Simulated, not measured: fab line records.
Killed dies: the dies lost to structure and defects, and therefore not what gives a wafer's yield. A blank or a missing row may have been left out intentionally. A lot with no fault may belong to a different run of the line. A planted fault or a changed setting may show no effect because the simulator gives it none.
The tool behind it: which one? :: flow nand_harc :: 18 wafers from 6 lots sampled at 2 of the route's 1159 steps

== WHAT THE GAUGES SHOWED, per wafer ==
NHARC_A_ONON_D1_THK_MEAS_30: measures by ellipsometry.
lot: L198
measured: day 8 09:12
on: film_metro-01
thk_nm (nm): 998 999 999

lot: L199
measured: day 9 01:56
on: film_metro-01
thk_nm (nm): 998 997 999

lot: L205
measured: day 10 09:14
on: film_metro-01
thk_nm (nm): 1006 672 1008

lot: L206
measured: day 11 22:24
on: film_metro-01
thk_nm (nm): 992 655 991

lot: L213
measured: day 12 17:13
on: film_metro-01
thk_nm (nm): 1004 1002 1002

lot: L219
measured: day 13 12:01
on: film_metro-01
thk_nm (nm): 997 996 996

== EACH LOT AND THE TOOL THAT RAN IT (in order: tool; ch and the chambers of the sampled wafers; start) ==
lot: L198
NHARC_A_ONON_D1_DEP_28: pecvd_onon-04 ch 0, day 8 08:45

lot: L199
NHARC_A_ONON_D1_DEP_28: pecvd_onon-02 ch 0, day 9 01:26

lot: L205
NHARC_A_ONON_D1_DEP_28: pecvd_onon-02 ch 0, day 10 08:47

lot: L206
NHARC_A_ONON_D1_DEP_28: pecvd_onon-02 ch 0, day 11 21:56

lot: L213
NHARC_A_ONON_D1_DEP_28: pecvd_onon-04 ch 0, day 12 16:52

lot: L219
NHARC_A_ONON_D1_DEP_28: pecvd_onon-04 ch 0, day 13 11:34
- NHARC_A_ONON_D1_DEP_28: target thk 1000 nm.

== THE ANSWER, worked out from the rows above alone ==
Rule: what is usual is taken from the lots themselves. The widest of any qualifying gaps counts: lots, ordered by their means at a reading, are off when they make up no more than a third of the lots, leave a main group of 4 or more, and stand apart from it by 3 or more times the standard deviation of that group's means. Not used: any main group whose means are identical at the precision the tables above print for the reading. A lot without any number at a reading at which 4 lots or more have one is off too. The other lots that the step has rows for count as sound.
Off: L205, L206 (NHARC_A_ONON_D1_THK_MEAS_30, thk_nm). Main group: mean 999 nm, sd 2.3.
If a tool, at a process step before that reading, ran all the lots that are off and no sound lot after the first of them, it fits. Those tools and the gauges at NHARC_A_ONON_D1_THK_MEAS_30 are tried in the same way. One fits: NHARC_A_ONON_D1_DEP_28 on pecvd_onon-02. Its last sound lot is L199 (day 9 01:26), its first lot that is off L205 (day 10 08:47): a fault that began between those two fits.

== WHAT THE SIMULATOR HAD PUT IN ==
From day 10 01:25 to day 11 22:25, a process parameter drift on pecvd_onon-02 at NHARC_A_ONON_D1_DEP_28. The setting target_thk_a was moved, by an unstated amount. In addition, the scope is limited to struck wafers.
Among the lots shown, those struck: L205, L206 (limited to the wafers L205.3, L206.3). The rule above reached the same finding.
